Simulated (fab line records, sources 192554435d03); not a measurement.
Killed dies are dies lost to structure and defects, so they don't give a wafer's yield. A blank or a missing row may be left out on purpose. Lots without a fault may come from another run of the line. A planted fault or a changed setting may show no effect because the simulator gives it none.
Chamber matching | flow n5_finfet | N5_MIM_BOT_LITHO_DESCUM_10 on rie_diel-01: 4 sister chambers
The step chemistry O2, time 7.9 s. 8 wafers are shown with their chamber, then 8 later ones without.

WAFERS WITH THEIR CHAMBER
wafer  | chamber | showerhead_plenum_p_Torr (Torr) | rf_fwd_power_W (W)
L075.5 | 2       | 2.16                            | 49.89
L084.1 | 3       | 2.11                            | 49.83
L084.5 | 1       | 2.07                            | 49.72
L084.6 | 3       | 2.11                            | 49.81
L089.1 | 0       | 2.19                            | 49.44
L089.3 | 1       | 2.06                            | 49.71
L089.6 | 0       | 2.19                            | 49.37
L090.2 | 2       | 2.16                            | 49.80

WAFERS WITHOUT THEIR CHAMBER
wafer  | showerhead_plenum_p_Torr (Torr) | rf_fwd_power_W (W)
L090.3 | 2.11                            | 49.64
L090.6 | 2.16                            | 50.02
L091.1 | 2.10                            | 49.44
L091.3 | 2.16                            | 49.96
L091.4 | 2.19                            | 49.56
L092.1 | 2.16                            | 49.86
L092.3 | 2.19                            | 49.41
L092.6 | 2.16                            | 49.83

WHICH CHAMBER EACH WENT THROUGH
wafer  | from the rows above | in truth
L090.3 | 3                   | 3
L090.6 | 2                   | 2
L091.1 | 3                   | 3
L091.3 | 2                   | 2
L091.4 | 0                   | 0
L092.1 | 2                   | 2
L092.3 | 0                   | 0
L092.6 | 2                   | 2
Placed correctly: 8 of 8. Can't be placed from these rows: 0. Placed wrongly: 0.
How it was worked out, from the rows above alone: a wafer's distance from a chamber is the root of the sum, over the readings, of the square of ((its reading less the chamber's mean) divided by the reading's scatter). The wafer belongs to the nearest chamber; if the next one is less than 2 further off, it can't be placed. A chamber's mean is the mean of its shown wafers. The scatter: the root of (the sum of the squares of (reading less its chamber's mean) over the shown wafers, divided by (wafers less chambers)).
